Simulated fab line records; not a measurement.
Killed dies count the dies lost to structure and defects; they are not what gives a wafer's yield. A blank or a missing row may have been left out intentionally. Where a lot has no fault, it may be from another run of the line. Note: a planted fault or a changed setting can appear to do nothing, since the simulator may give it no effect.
Which tool is to blame?    flow n5 finfet    26 wafers from 9 lots sampled at 4 of the route's 1938 steps

WHAT THE GAUGES SHOWED, per wafer
N5_BEOL_M4_RC_MEAS_101.
lot   measured      on         COMB_M3 (S/m)
L759  day 10 14:47  prober-01  5.8e-11 6.9e-11 4.6e-11
L758  day 10 19:06  prober-02  5.9e-11 5e-11 6.4e-11
L760  day 11 02:55  prober-01  3.9e-11 4.4e-11 3.9e-11
L761  day 11 05:40  prober-01  4.9e-11 4.5e-11 5.2e-11
L767  day 13 04:44  prober-02  8.19e-10 5.36e-10
L764  day 12 23:21  prober-01  7.7e-11 6.6e-11 1.079e-09
L765  day 13 03:48  prober-01  6.1e-11 4.7e-11 3.9e-11
L768  day 14 01:32  prober-01  5.4e-11 7.02e-10 3.4e-11
L773  day 14 21:04  prober-01  6.7e-11 5.8e-11 4.6e-11

EACH LOT AND THE TOOL THAT RAN IT (in order: tool; ch and the chambers of the sampled wafers; start)
lot   N5_BEOL_M3_PRE_CLEAN_45       N5_BEOL_M3_ALD_84                    N5_BEOL_M3_SPUTTER_81
L759  pvd sputter-01, day 9 19:17   ald metal-01 ch 0,3, day 9 19:22     pvd sputter-01, day 9 20:38
L758  pvd sputter-03, day 10 03:23  ald metal-01 ch 1,2,3, day 10 03:26  pvd sputter-01, day 10 04:43
L760  pvd sputter-01, day 10 11:15  ald metal-01 ch 0,1,3, day 10 11:19  pvd sputter-03, day 10 12:16
L761  pvd sputter-01, day 10 11:49  ald metal-01 ch 2,3, day 10 11:54    pvd sputter-02, day 10 14:08
L767  pvd sputter-01, day 11 11:20  ald metal-01 ch 1,3, day 11 11:27    pvd sputter-02, day 11 12:44
L764  pvd sputter-02, day 11 16:04  ald metal-01 ch 0,1, day 11 16:08    pvd sputter-01, day 11 17:18
L765  pvd sputter-01, day 11 18:50  ald metal-04 ch 1,2,3, day 11 19:03  pvd sputter-03, day 11 20:02
L768  pvd sputter-01, day 12 14:55  ald metal-01 ch 0,1,2, day 12 14:59  pvd sputter-01, day 12 15:55
L773  pvd sputter-03, day 14 02:59  ald metal-04 ch 1,2, day 14 03:02    pvd sputter-02, day 14 04:07
- N5_BEOL_M3_PRE_CLEAN_45: time 30 s.
- N5_BEOL_M3_ALD_84: deposits TaN, pulse time 2 s, purge time 3 s, co reactant purge time 2 s.
- N5_BEOL_M3_SPUTTER_81: material Cu, target thk 4.5 nm, time 8.29 s.

THE ANSWER, worked out from the rows above alone
Rule: the usual values come from the lots themselves. The widest of any qualifying gaps counts: lots, ordered by their means at a reading, are off when they make up no more than a third of the lots, leave a main group of 4 or more, and stand apart from it by 3 or more times the standard deviation of that group's means. The tables above print the reading to a certain number of digits; a main group whose means all agree to those digits is not used. Also off: a lot with no number at a reading for which 4 or more lots have one. The other lots that the step has rows for count as sound.
Off: at N5_BEOL_M4_RC_MEAS_101 (COMB_M3), L767, L764, L768. The main group: mean 5.2e-11 S/m, standard deviation 6.3e-12.
A tool fits if, at a process step before that reading, it ran every lot that is off, and no sound lot after the first of them. Gauges at N5_BEOL_M4_RC_MEAS_101: tried the same way as those tools. One fits: ald metal-01 at N5_BEOL_M3_ALD_84. Its last sound lot is L761 (day 10 11:54), its first lot that is off L767 (day 11 11:27): a fault that began between those two fits.

WHAT THE SIMULATOR HAD INSERTED
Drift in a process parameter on ald metal-01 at N5_BEOL_M3_ALD_84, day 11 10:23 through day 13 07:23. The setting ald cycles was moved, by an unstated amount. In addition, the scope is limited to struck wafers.
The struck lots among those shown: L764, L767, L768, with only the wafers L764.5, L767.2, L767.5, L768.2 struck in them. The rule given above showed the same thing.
